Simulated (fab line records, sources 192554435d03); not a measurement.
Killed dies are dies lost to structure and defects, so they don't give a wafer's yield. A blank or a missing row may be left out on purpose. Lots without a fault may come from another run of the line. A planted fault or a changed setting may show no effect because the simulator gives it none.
A struck lot beside a sound one | flow n5_finfet | 37 steps out of a route of 1938
Sound: wafers L390.2, L390.3, L390.4. Struck: wafer L393.1. (L393.5, L393.6 of the same lot were not struck and are left out.) The cause comes at the end.
At each step with rows: each side's tool, then ch and its chambers, then its first start. Under that, the readings that differ: sound wafers | struck wafers | difference of the means | sigmas: that difference in standard deviations of wafers without a fault.
alike: readings whose means differ by less than 2 such deviations, and words and numbers that are the same on both sides. not compared: withheld readings, readings that some wafer has no value for, bounds like >300 that may hide the same value, and numbers for which the record gives no deviation and whose values overlap.
The two part at a step that has a row with sigmas, a row that says differs or no value, or rows on one side only. Numbers that don't overlap but have no deviation are shown without sigmas and don't part them. A reading that every wafer of one side lacks parts them only if that side has two wafers or more.

first, 9 steps without rows for these wafers: N5_BEOL_M3_ANNEAL_95 (time 240 s); N5_BEOL_M3_SPUTTER_96 (material Cu, target thk 4.5 nm, time 8.29 s); N5_BEOL_M3_ECD_50 (material Cu, target thk 300 nm); N5_BEOL_M3_ANNEAL_51 (time 90 s); N5_BEOL_M3_CMP_52 (polishes, stops on SiOC, t overpolish 6.8 s, target thk 40 nm); N5_BEOL_M3_PRE_CLEAN_60 (time 15 s); N5_BEOL_M3_CO_CAP_55 (material Co, precursor CCTBA/H2, target thk 2 nm, time 102.1 s); N5_BEOL_M3_PRE_CLEAN_56 (time 15 s); N5_BEOL_M3_DEP_57 (deposits SiCN from 3MS/NH3, target thk 8 nm, time 14 s).
N5_BEOL_M4_ILD_DEP_00: deposits SiOC from DEMS/O2, target thk 79 nm, time 15.3 s.
  sound on pecvd-03 ch 0,1, day 9 13:15; struck on pecvd-03 ch 0, day 10 20:14
  reading              | sound                | struck | difference | sigmas
  susceptor_temp_C (C) | 349.78 349.76 349.81 | 338.33 | -11.45     | -57
  alike: heater_power_w, showerhead_plenum_p_Torr, showerhead_vpp_V, throttle_valve_pct
  not compared: model.SiOC_of_BEOL_M4_ILD_DEP_00.thk_nm
N5_BEOL_M4_THK_MEAS_01:
  sound on film_metro-01, day 9 13:20; struck on film_metro-02, day 10 20:17
  alike: M4_ILD_THK
then, 24 steps without rows for these wafers: N5_BEOL_M4_PECVD_72 (deposits SiO2 from TEOS/O2, target thk 16 nm, time 18 s); N5_BEOL_M4_HM_DEP_02 (deposits TiN, target thk 20 nm); N5_BEOL_M4_COAT_61 (time 60 s, resist thk 60 nm); N5_BEOL_M4_COAT_62 (time 60 s, resist thk 12 nm); N5_BEOL_M4_COAT_73 (time 60 s, resist thk 5 nm); N5_BEOL_M4_COAT_05 (resist thk 30 nm); N5_BEOL_M4_EBR_07; N5_BEOL_M4_SOFTBAKE_06 (time 60 s); N5_BEOL_M4_EXPOSE_08 (exposes mask M4); N5_BEOL_M4_PEB_09 (peb time 60 s); N5_BEOL_M4_DEVELOP_10 (develop time 30 s); N5_BEOL_M4_DESCUM_16 (chemistry O2, time 7 s); N5_BEOL_M4_ETCH_74 (etches underlayer in N2/H2, target depth 6.5 nm, time 5.2 s); N5_BEOL_M4_ETCH_63 (etches SiARC in CF4, target depth 15.6 nm, time 26 s); N5_BEOL_M4_ETCH_64 (etches SOC in N2/H2, target depth 75 nm, overetch 22.5 nm, time 121.9 s); N5_BEOL_M4_STRIP_65 (strips in N2/H2); N5_BEOL_M4_STRIP_75 (strips in N2/H2); N5_BEOL_M4_STRIP_66 (strips in CF4); N5_BEOL_M4_HM_OPEN_17 (chemistry Cl2/BCl3, target TiN, target depth 20 nm, overetch 6 nm); N5_BEOL_M4_STRIP_19 (strips in O2); N5_BEOL_M4_COAT_67 (time 60 s, resist thk 60 nm); N5_BEOL_M4_COAT_68 (time 60 s, resist thk 12 nm); N5_BEOL_M4_COAT_76 (time 60 s, resist thk 5 nm); N5_BEOL_M4_COAT_22 (resist thk 30 nm).
N5_BEOL_M4_CMP_52: polishes, stops on SiOC, t overpolish 6.8 s, target thk 40 nm.
  sound on cmp-01 ch 0,1,3, day 9 20:26; struck on cmp-03 ch 1, day 11 06:14
  alike: barrier_field_endpoint_s, clearing_platen_down_force_psi, head_pressure_psi, motor_current_A, overpolish_run_s, slurry_filter_dp_kPa, time_to_endpoint_s
  not compared: model.SiOC_of_BEOL_M4_ILD_DEP_00.thk_nm
N5_BEOL_M4_RC_MEAS_101:
  sound on prober-01 ch 0, day 9 21:16; struck on prober-02 ch 0, day 11 06:46
  alike: DIBL_N, DIBL_P, IOFF_N, IOFF_P, ION_N, ION_P, SS_N, SS_P, VT_N, VT_P

WHERE THEY PART
Only at N5_BEOL_M4_ILD_DEP_00, within this record. Later steps at which nothing parts them and some readings are alike: N5_BEOL_M4_THK_MEAS_01, N5_BEOL_M4_CMP_52, N5_BEOL_M4_RC_MEAS_101.

WHY: what the simulator had put in
Process parameter drift: pecvd-03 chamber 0, from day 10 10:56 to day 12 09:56, at N5_BEOL_M4_ILD_DEP_00. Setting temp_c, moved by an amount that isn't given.
